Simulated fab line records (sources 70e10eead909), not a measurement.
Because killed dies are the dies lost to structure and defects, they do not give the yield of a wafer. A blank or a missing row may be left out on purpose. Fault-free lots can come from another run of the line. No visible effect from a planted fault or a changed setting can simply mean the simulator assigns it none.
fab line records	flow nandHarc
record: lots: 8	wafers: 24	lastDay: 33
route steps=1302 shown A_ONON_D1@425 A_CHANNEL_HOLE_D1@459 END@1301
lots that met no fault: from a run of the same line without faults
startH: start of the lot's first displayed wafer, in hours after the record's first day	waitH: time in hours since the lot's previous step	" identical to the entry in the row above	L1.1+2: one row covering several wafers at once	- no value, or no start given	* or withheld: withheld	< > ~ a bound
route shown NAME@n: names a module that has steps shown in the file, with the first one's number in the route	usual: the fault-free wafers' mean and standard deviation	same: alike in all rows	chamber/n: place in a boat	sites: the reading at each site	_std_site: standard deviation across them	_edge_site: the outer-site mean with the inner-site mean subtracted	radiusMm: for every site, how far away it sits from the centre of the wafer	mask NAME#n: copy n	behind: the last tool/chamber to shape the wafer	hold: the reason the lot was held/the length of the hold in hours/how it ended	device: which transistor (n, p or np) failed to switch	end of line: the tests these same wafers got at the end of their route	a step with no rows: only its recipe	killed: not the wafer's yield, but the dies lost to structure and defects at the first sort	map: per-die view of a wafer (x killed, . not killed, _ where there is no die)
set.NAME: the run value of the setting; set.NAME@STEP: its run value at that earlier step	model.NAME: the simulator's own value behind a step, which no gauge read
the route's steps for a sample of lots (tables are steps, rows are wafers)
services: from which hour (startH, from the record's first day; less than 0 if before it) a tool's chamber was out of use, for how many hours, and why
== steps ==
step: NHARC_A_ONON_D1_THK_MEAS_02
recipe: thkMeasGauge: ellipsometry
usual: thkNm: 1003/10
lot.wafer	tool	chamber	startH	waitH	thkNm
L857.3	filmMetro-02	-	216.88	-	997
L857.4	"	-	"	"	997
L857.6	"	-	"	"	998
L860.1	filmMetro-02	-	259.16	-	987
L860.3	"	-	"	"	986
L860.6	"	-	"	"	986
L862.2	filmMetro-02	-	274.08	-	1006
L862.3	"	-	"	"	1007
L862.6	"	-	"	"	1004
L863.1	filmMetro-02	-	281.12	-	992
L863.4	"	-	"	"	993
L863.6	"	-	"	"	993
L864.3	filmMetro-02	-	291.50	-	996
L864.4	"	-	"	"	995
L864.6	"	-	"	"	994
L865.4	filmMetro-01	-	308.29	-	995
L865.5	"	-	"	"	993
L865.6	"	-	"	"	995
L868.1	filmMetro-01	-	344.96	-	1010
L868.4	"	-	"	"	1007
L868.5	"	-	"	"	1007
L873.1	filmMetro-02	-	389.52	-	1014
L873.2	"	-	"	"	1014
L873.5	"	-	"	"	1012
step: NHARC_A_ONON_D1_THK_MEAS_11
recipe: thkMeasGauge: ellipsometry
usual: thkNm: 1003/10
lot.wafer	tool	chamber	startH	waitH	thkNm
L857.3	filmMetro-01	-	218.58	-	1016
L857.4	"	-	"	"	1016
L857.6	"	-	"	"	1013
L860.1	filmMetro-02	-	260.85	-	1004
L860.3	"	-	"	"	1003
L860.6	"	-	"	"	1003
L862.2	filmMetro-02	-	275.78	-	996
L862.3	"	-	"	"	998
L862.6	"	-	"	"	1000
L863.1	filmMetro-01	-	282.82	-	1007
L863.4	"	-	"	"	1007
L863.6	"	-	"	"	1007
L864.3	filmMetro-02	-	293.19	-	1018
L864.4	"	-	"	"	1019
L864.6	"	-	"	"	1018
L865.4	filmMetro-02	-	310.00	-	1010
L865.5	"	-	"	"	1012
L865.6	"	-	"	"	1013
L868.1	filmMetro-02	-	346.66	-	995
L868.4	"	-	"	"	996
L868.5	"	-	"	"	994
L873.1	filmMetro-02	-	391.22	-	1001
L873.2	"	-	"	"	1001
L873.5	"	-	"	"	998
step: NHARC_A_CHANNEL_HOLE_D1_EXPOSE_07
recipe: na: 1.35	targetCdNm: 100	sigmaOuter: 0.3	doseMj: 59.65	maskId: HOLE_D1
usual: exposureDoseMJCm2: 59.59/0.073	focusOffsetNm: 0.0/0.55
same: sigmaOuter: 0.3
lot.wafer	tool	chamber	startH	waitH	mask	exposureDoseMJCm2	focusOffsetNm
L857.3	arfiScanner-01	0	233.85	-	HOLE_D1#0	59.74	0.2
L857.4	"	0	"	"	HOLE_D1#0	59.73	-0.2
L857.6	"	0	"	"	HOLE_D1#0	59.72	-0.4
L860.1	arfiScanner-01	0	275.51	-	HOLE_D1#0	41.17	-0.4
L860.3	"	0	"	"	HOLE_D1#0	41.22	0.1
L860.6	"	0	"	"	HOLE_D1#0	41.18	1.5
L863.1	arfiScanner-03	0	293.41	-	HOLE_D1#0	59.55	0.1
L863.4	"	0	"	"	HOLE_D1#0	59.52	-0.8
L863.6	"	0	"	"	HOLE_D1#0	59.49	-1.0
L862.2	arfiScanner-01	0	293.57	-	HOLE_D1#0	44.88	-0.2
L862.3	"	0	"	"	HOLE_D1#0	44.83	-0.2
L862.6	"	0	"	"	HOLE_D1#0	44.86	0.7
L864.3	arfiScanner-03	0	309.66	-	HOLE_D1#0	59.52	1.2
L864.4	"	0	"	"	HOLE_D1#0	59.57	0.3
L864.6	"	0	"	"	HOLE_D1#0	59.57	-0.3
L865.4	arfiScanner-03	0	323.67	-	HOLE_D1#0	59.62	1.0
L865.5	"	0	"	"	HOLE_D1#0	59.66	0.3
L865.6	"	0	"	"	HOLE_D1#0	59.58	-0.4
L868.1	arfiScanner-03	0	360.22	-	HOLE_D1#0	59.57	-0.2
L868.4	"	0	"	"	HOLE_D1#0	59.47	0.2
L868.5	"	0	"	"	HOLE_D1#0	59.53	0.0
L873.1	arfiScanner-03	0	409.14	-	HOLE_D1#0	59.49	-0.5
L873.2	"	0	"	"	HOLE_D1#0	59.50	-0.1
L873.5	"	0	"	"	HOLE_D1#0	59.57	0.9
step: NHARC_A_CHANNEL_HOLE_D1_CD_MEAS_10
recipe: targetCdNm: 100	landingEnergyEv: 500
usual: cdNm: 100.1/0.53
lot.wafer	tool	chamber	startH	waitH	cdNm
L857.3	cdSem-03	0	233.99	-	100.6
L857.4	"	0	"	"	99.7
L857.6	"	0	"	"	100.4
L860.1	cdSem-03	0	275.65	-	81.9
L860.3	"	0	"	"	82.3
L860.6	"	0	"	"	83.4
L863.1	cdSem-01	0	293.55	-	101.0
L863.4	"	0	"	"	100.3
L863.6	"	0	"	"	100.2
L862.2	cdSem-01	0	293.71	-	86.5
L862.3	"	0	"	"	86.7
L862.6	"	0	"	"	86.9
L864.3	cdSem-02	0	309.79	-	101.3
L864.4	"	0	"	"	100.6
L864.6	"	0	"	"	100.8
L865.4	cdSem-02	0	323.80	-	100.8
L865.5	"	0	"	"	99.8
L865.6	"	0	"	"	100.0
L868.1	cdSem-01	0	360.36	-	99.7
L868.4	"	0	"	"	100.5
L868.5	"	0	"	"	99.4
L873.1	cdSem-02	0	409.28	-	100.5
L873.2	"	0	"	"	99.0
L873.5	"	0	"	"	100.5
step: NHARC_A_CHANNEL_HOLE_D1_DESCUM_15
recipe: timeS: 3	o2FlowSccm: 200	arFlowSccm: 0	biasPowerW: 0	chemistry: O2
usual: drypumpMotorCurrentA: 5.5/0.3	o2FlowSccm: 200.1/0.6	oesProductAu: 1.000/0.012	rfVppV: 57.8/0.85	showerheadPlenumPTorr: 1.90/0.059	throttleValvePct: 11.311/0.0094
same: timeS: 3
lot.wafer	tool	chamber	startH	waitH	drypumpMotorCurrentA	o2FlowSccm	oesProductAu	rfHoursCounterH	rfVppV	showerheadPlenumPTorr	throttleValvePct
L857.4	rieDiel-10	2	234.17	0.1	5.5	200.0	1.021	14	58.1	1.89	11.312
L857.3	"	1	"	"	5.1	200.3	1.022	15	57.9	1.83	11.314
L857.6	"	3	"	"	5.7	199.8	0.992	-	57.5	1.86	11.302
L860.3	rieDiel-04	1	275.85	0.1	5.5	201.9	0.987	31	58.0	2.03	11.305
L860.1	"	0	"	"	5.8	200.5	1.002	33	58.9	2.05	11.309
L860.6	"	2	"	"	5.7	199.9	0.974	-	57.4	1.95	11.316
L863.1	rieDiel-10	0	293.75	0.1	5.3	199.5	1.004	3	58.5	1.97	11.324
L863.4	"	2	"	"	5.6	199.9	0.989	3	58.3	1.88	11.300
L863.6	"	0	"	"	5.3	199.8	0.990	-	57.0	1.97	11.309
L862.2	rieDiel-01	3	293.90	0.1	6.3	199.6	0.999	22	58.0	1.93	11.314
L862.3	"	1	"	"	6.2	199.7	0.994	24	57.3	1.79	11.305
L862.6	"	2	"	"	5.7	200.9	0.998	-	58.1	1.93	11.295
L864.3	rieDiel-10	3	309.99	0.1	5.7	199.6	0.998	4	57.6	1.86	11.308
L864.4	"	0	"	"	5.3	200.5	0.985	4	58.7	1.97	11.292
L864.6	"	2	"	"	5.6	199.5	0.996	-	57.7	1.88	11.306
L865.4	rieDiel-10	2	323.98	0.1	5.6	199.7	0.987	5	56.2	1.88	11.315
L865.6	"	2	"	"	5.6	200.5	0.986	-	56.5	1.88	11.303
L865.5	"	3	"	"	5.8	199.2	0.989	-	57.8	1.86	11.333
L868.4	rieDiel-10	0	360.81	0.3	5.4	200.2	1.001	9	57.7	1.96	11.326
L868.1	"	1	"	"	5.1	199.2	1.004	10	59.8	1.83	11.324
L868.5	"	2	"	"	5.6	200.3	0.985	-	58.3	1.88	11.318
L873.1	rieDiel-10	2	409.46	0.1	5.6	201.2	0.983	13	57.6	1.88	11.316
L873.2	"	3	"	"	5.7	200.3	0.991	13	59.2	1.85	11.306
L873.5	"	3	"	"	5.7	200.9	0.996	-	57.4	1.85	11.307
step: NHARC_A_CHANNEL_HOLE_D1_CD_MEAS_30
usual: cdNm: 90.1/1.2
lot.wafer	tool	chamber	startH	waitH	cdNm
L857.3	cdSem-01	-	241.83	-	91.6
L857.4	"	-	"	"	90.6
L857.6	"	-	"	"	91.1
L860.1	cdSem-03	-	282.75	-	70.9
L860.3	"	-	"	"	73.2
L860.6	"	-	"	"	71.7
L863.1	cdSem-02	-	300.44	-	90.3
L863.4	"	-	"	"	91.8
L863.6	"	-	"	"	91.0
L862.2	cdSem-02	-	301.21	-	75.1
L862.3	"	-	"	"	76.3
L862.6	"	-	"	"	76.3
L864.3	cdSem-01	-	316.90	0.1	90.9
L864.4	"	-	"	"	89.2
L864.6	"	-	"	"	89.0
L865.4	cdSem-01	-	331.20	-	89.6
L865.5	"	-	"	"	89.5
L865.6	"	-	"	"	90.0
L868.1	cdSem-02	-	368.03	-	90.1
L868.4	"	-	"	"	92.0
L868.5	"	-	"	"	90.3
L873.1	cdSem-01	-	418.08	-	89.8
L873.2	"	-	"	"	90.5
L873.5	"	-	"	"	89.9
step: NHARC_A_CHANNEL_HOLE_D1_XSEM_31
recipe: landingEnergyEv: 35000
usual: botCdNm: 74.7/1.2	bowNm: 8.58/0.2	tiltDeg: 0.06/0.037
lot.wafer	tool	chamber	startH	waitH	botCdNm	bowNm	tiltDeg
L857.3	xsem-01	0	241.92	0.1	76.4	8.63	0.06
L857.4	"	0	"	"	74.8	8.74	0.06
L857.6	"	0	"	"	76.0	8.61	0.06
L860.1	xsem-02	0	282.84	0.1	55.3	8.65	0.06
L860.3	"	0	"	"	57.6	8.62	0.06
L860.6	"	0	"	"	56.8	8.75	0.06
L863.1	xsem-02	0	300.53	0.1	74.9	8.81	0.09
L863.4	"	0	"	"	75.8	8.91	0.09
L863.6	"	0	"	"	74.7	8.86	0.09
L862.2	xsem-01	0	301.30	0.1	59.9	8.58	0.05
L862.3	"	0	"	"	60.8	8.57	0.05
L862.6	"	0	"	"	60.6	8.57	0.05
L864.3	xsem-02	0	316.99	0.1	75.4	8.20	0.06
L864.4	"	0	"	"	74.1	8.27	0.06
L864.6	"	0	"	"	74.4	8.26	0.06
L865.4	xsem-02	0	331.30	0.1	74.9	8.87	0.09
L865.5	"	0	"	"	74.9	9.01	0.08
L865.6	"	0	"	"	74.4	9.02	0.08
L868.1	xsem-02	0	368.12	0.1	74.0	8.43	0.06
L868.4	"	0	"	"	76.2	8.47	0.06
L868.5	"	0	"	"	74.6	8.50	0.06
L873.1	xsem-01	0	418.17	0.1	75.2	8.25	0.06
L873.2	"	0	"	"	75.1	8.23	0.05
L873.5	"	0	"	"	74.1	8.28	0.05
step: NHARC_END_WLT_00
usual: VT_DECK1_BOTTOM: 0.872/0.008	VT_DECK1_BOTTOM_INNER: 0.872/0.0084	VT_DECK1_MEDIAN_NEAR_BOTTOM: 0.873/0.0081	VT_DECK1_MEDIAN_NEAR_BOTTOM_INNER: 0.874/0.0081	VT_DECK1_MIDDLE: 0.885/0.0082	VT_DECK1_MIDDLE_INNER: 0.885/0.008	VT_DECK1_TOP: 0.896/0.0079	VT_DECK1_TOP_INNER: 0.897/0.0081	VT_DECK2_BOTTOM: 0.873/0.0071	VT_DECK2_BOTTOM_INNER: 0.873/0.0079	VT_DECK2_MEDIAN_NEAR_BOTTOM: 0.874/0.0077	VT_DECK2_MEDIAN_NEAR_BOTTOM_INNER: 0.874/0.0081	VT_DECK2_MIDDLE: 0.886/0.008	VT_DECK2_MIDDLE_INNER: 0.886/0.0068	VT_DECK2_TOP: 0.898/0.008	VT_DECK2_TOP_INNER: 0.898/0.0077
lot.wafer	tool	chamber	startH	waitH	VT_DECK1_BOTTOM	VT_DECK1_BOTTOM_INNER	VT_DECK1_MEDIAN_NEAR_BOTTOM	VT_DECK1_MEDIAN_NEAR_BOTTOM_INNER	VT_DECK1_MIDDLE	VT_DECK1_MIDDLE_INNER	VT_DECK1_TOP	VT_DECK1_TOP_INNER	VT_DECK2_BOTTOM	VT_DECK2_BOTTOM_INNER	VT_DECK2_MEDIAN_NEAR_BOTTOM	VT_DECK2_MEDIAN_NEAR_BOTTOM_INNER	VT_DECK2_MIDDLE	VT_DECK2_MIDDLE_INNER	VT_DECK2_TOP	VT_DECK2_TOP_INNER
L857.3	prober-01	-	635.80	1.0	0.870	0.874	0.868	0.870	0.882	0.882	0.896	0.889	0.873	0.877	0.879	0.875	0.889	0.894	0.903	0.903
L857.4	"	-	"	"	0.861	0.860	0.863	0.866	0.869	0.883	0.881	0.886	0.880	0.872	0.875	0.882	0.907	0.896	0.899	0.907
L857.6	"	-	637.30	2.5	0.863	0.871	0.875	0.871	0.878	0.886	0.890	0.888	0.871	0.870	0.869	0.876	0.892	0.887	0.910	0.911
L860.1	prober-02	-	659.44	0.1	0.799	0.799	0.800	0.796	0.824	0.822	0.842	0.838	0.884	0.883	0.879	0.882	0.895	0.889	0.905	0.903
L860.3	"	-	660.44	1.1	0.813	0.819	0.806	0.811	0.833	0.835	0.851	0.843	0.877	0.873	0.883	0.868	0.881	0.885	0.899	0.903
L860.6	"	-	661.95	2.6	0.806	0.796	0.801	0.801	0.822	0.830	0.849	0.845	0.880	0.878	0.886	0.891	0.896	0.900	0.903	0.902
L863.1	prober-01	-	677.01	0.0	0.882	0.888	0.882	0.880	0.899	0.896	0.914	0.903	0.882	0.877	0.878	0.872	0.890	0.890	0.896	0.899
L863.4	"	-	678.51	1.5	0.894	0.876	0.885	0.895	0.896	0.890	0.906	0.911	0.885	0.882	0.885	0.887	0.894	0.892	0.895	0.899
L863.6	"	-	679.51	2.5	0.887	0.884	0.886	0.887	0.896	0.892	0.905	0.911	0.877	0.876	0.874	0.878	0.896	0.882	0.899	0.904
L862.2	prober-02	-	677.54	0.6	0.821	0.826	0.832	0.829	0.844	0.853	0.870	0.874	0.888	0.888	0.883	0.886	0.895	0.895	0.902	0.899
L862.3	"	-	"	"	0.841	0.837	0.837	0.836	0.855	0.850	0.866	0.870	0.874	0.886	0.884	0.887	0.898	0.885	0.904	0.910
L862.6	"	-	679.56	2.6	0.830	0.827	0.826	0.829	0.859	0.845	0.868	0.874	0.882	0.882	0.885	0.878	0.897	0.889	0.902	0.900
L864.3	prober-01	-	690.50	1.1	0.877	0.879	0.867	0.877	0.885	0.884	0.904	0.898	0.877	0.884	0.876	0.882	0.893	0.890	0.915	0.903
L864.4	"	-	"	"	0.865	0.861	0.869	0.876	0.887	0.886	0.911	0.898	0.877	0.881	0.883	0.880	0.894	0.899	0.913	0.905
L864.6	"	-	692.01	2.6	0.866	0.870	0.866	0.871	0.885	0.895	0.895	0.899	0.882	0.881	0.880	0.884	0.901	0.896	0.904	0.904
L865.4	prober-02	-	702.28	1.6	0.869	0.874	0.875	0.877	0.896	0.890	0.908	0.893	0.887	0.883	0.880	0.886	0.897	0.897	0.908	0.907
L865.5	"	-	"	"	0.872	0.865	0.868	0.873	0.884	0.885	0.890	0.914	0.887	0.877	0.876	0.876	0.894	0.889	0.908	0.910
L865.6	"	-	"	"	0.872	0.868	0.876	0.872	0.887	0.876	0.896	0.898	0.882	0.876	0.886	0.884	0.900	0.893	0.914	0.907
L868.1	prober-01	-	754.10	0.0	0.871	0.871	0.870	0.872	0.877	0.890	0.895	0.897	0.868	0.870	0.871	0.871	0.890	0.876	0.899	0.892
L868.4	"	-	755.63	1.6	0.873	0.877	0.869	0.877	0.878	0.894	0.892	0.896	0.869	0.863	0.880	0.867	0.886	0.885	0.895	0.894
L868.5	"	-	"	"	0.868	0.871	0.870	0.871	0.890	0.886	0.900	0.893	0.875	0.868	0.864	0.871	0.880	0.882	0.896	0.894
L873.1	prober-01	-	790.51	0.0	0.867	0.875	0.878	0.879	0.885	0.885	0.898	0.898	0.861	0.857	0.858	0.863	0.871	0.877	0.895	0.894
L873.2	"	-	"	"	0.884	0.875	0.868	0.874	0.883	0.894	0.896	0.902	0.867	0.860	0.860	0.865	0.873	0.884	0.889	0.889
L873.5	"	-	792.53	2.1	0.871	0.880	0.882	0.880	0.893	0.892	0.894	0.899	0.864	0.866	0.861	0.863	0.877	0.878	0.891	0.894
step: NHARC_END_SORT_01
recipe: tempC: 25
usual: killedAtArray: 57/20	killedAtOther: 1.0/1.5	killedAtPeriphery: 3.5/2.5	killedDies: 62/21	killedOpen: 3.5/1.9	killedShort: 2.4/1.6
same: grossDies: 677
lot.wafer	tool	chamber	startH	waitH	killedAtArray	killedAtOther	killedAtPeriphery	killedDies	killedOpen	killedShort
L860.1	prober-02	0	662.46	2.5	369	3	4	376	2	4
L860.3	prober-02	0	664.06	3.1	370	5	0	375	1	3
L860.6	prober-02	0	666.46	4.0	330	6	3	339	1	1
L863.1	prober-01	0	680.01	2.5	19	2	2	23	4	4
L863.4	prober-01	0	682.40	3.4	19	0	4	23	5	4
L863.6	prober-01	0	683.99	4.0	14	1	3	18	4	1
L862.2	prober-02	0	680.88	2.8	124	0	12	136	3	7
L862.3	prober-02	0	681.69	3.1	144	0	3	147	3	2
L862.6	prober-02	0	684.11	4.0	78	0	1	79	1	3
killed by level:class
L860.1 A_CHANNEL_HOLE_D1:areaExpose=287 A_SLIT:chamberFilmFlake=30 A_CHANNEL_HOLE_D1:chamberFilmFlake=28 A_CHANNEL_HOLE_D2:chamberFilmFlake=9 A_STAIRCASE:chamberFilmFlake=5 A_CONTACT:chamberFilmFlake=4 THIN_TSV:chamberFilmFlake=3 A_M0:geometricParticle:short=2
L860.3 A_CHANNEL_HOLE_D1:areaExpose=278 A_CHANNEL_HOLE_D1:chamberFilmFlake=36 A_SLIT:chamberFilmFlake=34 A_CHANNEL_HOLE_D2:chamberFilmFlake=15 THIN_TSV:chamberFilmFlake=4 A_CONTACT:chamberFilmFlake=3 A_DECK1_JOINT:geometricParticle:short=1 A_CHANNEL_FILL_D2:geometricParticle:short=1
L860.6 A_CHANNEL_HOLE_D1:areaExpose=255 A_CHANNEL_HOLE_D1:chamberFilmFlake=31 A_SLIT:chamberFilmFlake=26 A_CHANNEL_HOLE_D2:chamberFilmFlake=10 THIN_TSV:chamberFilmFlake=6 P_ZERO_WELL:chamberFilmFlake=3 A_STAIRCASE:chamberFilmFlake=3 A_CONTACT:chamberFilmFlake=2
L863.1 A_CHANNEL_HOLE_D1:chamberFilmFlake=6 A_STAIRCASE:chamberFilmFlake=3 A_ONON_D2:geometricParticle:open=2 A_WL_FILL:geometricParticle:short=2 THIN_TSV:chamberFilmFlake=2 P_M0:geometricParticle:short=1 A_DECK1_JOINT:geometricParticle:short=1 A_SGD_CUT:geometricParticle:open=1
L862.2 A_CHANNEL_HOLE_D1:areaExpose=62 A_CHANNEL_HOLE_D1:chamberFilmFlake=26 A_CHANNEL_HOLE_D2:chamberFilmFlake=19 P_M2:chamberFilmFlake=6 A_STAIRCASE:chamberFilmFlake=4 A_ONON_D1:geometricParticle:short=3 A_WL_FILL:chamberFilmFlake=3 P_ZERO_WELL:geometricParticle:open=2
L862.3 A_CHANNEL_HOLE_D1:areaExpose=82 A_CHANNEL_HOLE_D1:chamberFilmFlake=29 A_CHANNEL_HOLE_D2:chamberFilmFlake=22 A_STAIRCASE:chamberFilmFlake=4 P_STI:chamberFilmFlake=2 A_CHANNEL_HOLE_D1:geometricParticle:open=1 A_CHANNEL_FILL_D1:geometricParticle:short=1 A_CHANNEL_FILL_D1:geometricParticle:open=1
L863.4 A_CHANNEL_HOLE_D1:chamberFilmFlake=4 A_CONTACT:chamberFilmFlake=4 A_SLIT:chamberFilmFlake=3 P_GATE:geometricParticle:open=2 P_CONTACT:geometricParticle:short=2 A_DECK1_JOINT:geometricParticle:open=2 A_WL_FILL:chamberFilmFlake=2 A_CHANNEL_FILL_D1:geometricParticle:short=1
L863.6 A_CHANNEL_HOLE_D1:chamberFilmFlake=4 P_M0:geometricParticle:open=3 A_STAIRCASE:chamberFilmFlake=3 A_SLIT:chamberFilmFlake=2 A_CONTACT:chamberFilmFlake=2 A_ONON_D1:geometricParticle:short=1 A_M0:geometricParticle:open=1 A_WL_FILL:chamberFilmFlake=1
L862.6 A_CHANNEL_HOLE_D1:chamberFilmFlake=40 A_CHANNEL_HOLE_D2:chamberFilmFlake=20 A_CHANNEL_HOLE_D1:areaExpose=8 A_ONON_D2:geometricParticle:short=3 A_M1:chamberFilmFlake=2 A_SOURCE_PLATE:geometricParticle:open=1 P_M2:chamberFilmFlake=1 A_DECK1_JOINT:chamberFilmFlake=1
== services ==
tool	chamber	startH	hours	kind
rieDiel-10	0	221.50	-	clean
rieDiel-10	1	221.50	-	clean
rieDiel-10	2	221.50	-	clean
rieDiel-10	3	221.50	-	clean
rieDiel-04	-	237.96	0.3	repair
rieDiel-04	0	238.79	1.2	repair
rieDiel-10	-	242.50	9.0	pm
arfiScanner-01	-	252.00	4.0	pm
rieDiel-10	-	262.75	0.5	repair
rieDiel-01	1	268.42	3.1	repair
arfiScanner-03	-	278.46	0.4	repair
arfiScanner-01	-	284.52	0.3	repair
rieDiel-01	2	297.34	2.8	repair
rieDiel-04	-	298.04	0.3	repair
rieDiel-10	3	313.89	4.2	repair
arfiScanner-03	-	339.69	2.6	repair
rieDiel-01	3	345.57	6.2	repair
rieDiel-04	-	354.90	9.0	pm
rieDiel-01	1	366.50	3.8	repair
arfiScanner-03	-	368.02	4.0	pm
xsem-01	-	374.00	14.0	pm
rieDiel-01	3	378.09	9.6	repair
rieDiel-01	-	380.80	9.0	pm
arfiScanner-03	-	392.29	1.0	repair
== key ==
firstSign: step: NHARC_A_CHANNEL_HOLE_D1_EXPOSE_07	reading: exposureDoseMJCm2	direction: down	sigmas: 99+	usual: 59.59	struck: 43.02
effect: step: NHARC_A_CHANNEL_HOLE_D1_CD_MEAS_10	reading: cdNm	direction: down	sigmas: 29	usual: 100.1	struck: 84.6	through: controlLoop
effect: step: NHARC_A_CHANNEL_HOLE_D1_CD_MEAS_30	reading: cdNm	direction: down	sigmas: 14	usual: 90.1	struck: 73.9	through: controlLoop
effect: step: NHARC_A_CHANNEL_HOLE_D1_XSEM_31	reading: botCdNm	direction: down	sigmas: 14	usual: 74.7	struck: 58.5	through: controlLoop
effect: step: NHARC_END_WLT_00	reading: VT_DECK1_MEDIAN_NEAR_BOTTOM_INNER	direction: down	sigmas: 7	usual: 0.874	struck: 0.817
effect: step: NHARC_END_SORT_01	reading: killedAtArray	direction: up	sigmas: 8.7	usual: 57	struck: 236	wafersMoved: 5
moreKillsBornAt: NHARC_A_CHANNEL_HOLE_D1_EXPOSE_07@arfiScanner-01: 972
metAt NHARC_A_CHANNEL_HOLE_D1_EXPOSE_07
struckLots L860,L862
testerLeftOut L860,L862
loopTrim: step: NHARC_A_CHANNEL_HOLE_D1_EXPOSE_07	setting: dose	lots: L862
notActingAt NHARC_A_ONON_D1_THK_MEAS_02,NHARC_A_ONON_D1_THK_MEAS_11,NHARC_A_CHANNEL_HOLE_D1_DESCUM_15
onsetBetween 233.85 275.51
fault: kind: processParameterDrift	tool: arfiScanner-01	chamber: -	onsetH: 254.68	steps: NHARC_A_CHANNEL_HOLE_D1_EXPOSE_07	channel: doseMj	offset: -18.462	shape: step	actsIn: theseRecipesOnly	stated: 59.65
testerLeftOut: of these lots the tester's yield and bins aren't shown, on N5 and GAA mostly nor the transistor test; their killed dies are dies lost to structure and defects alone, not to doping, threshold or leakage, so they don't give the yield
loopTrim: a control loop set the setting to another value than it would have without faults
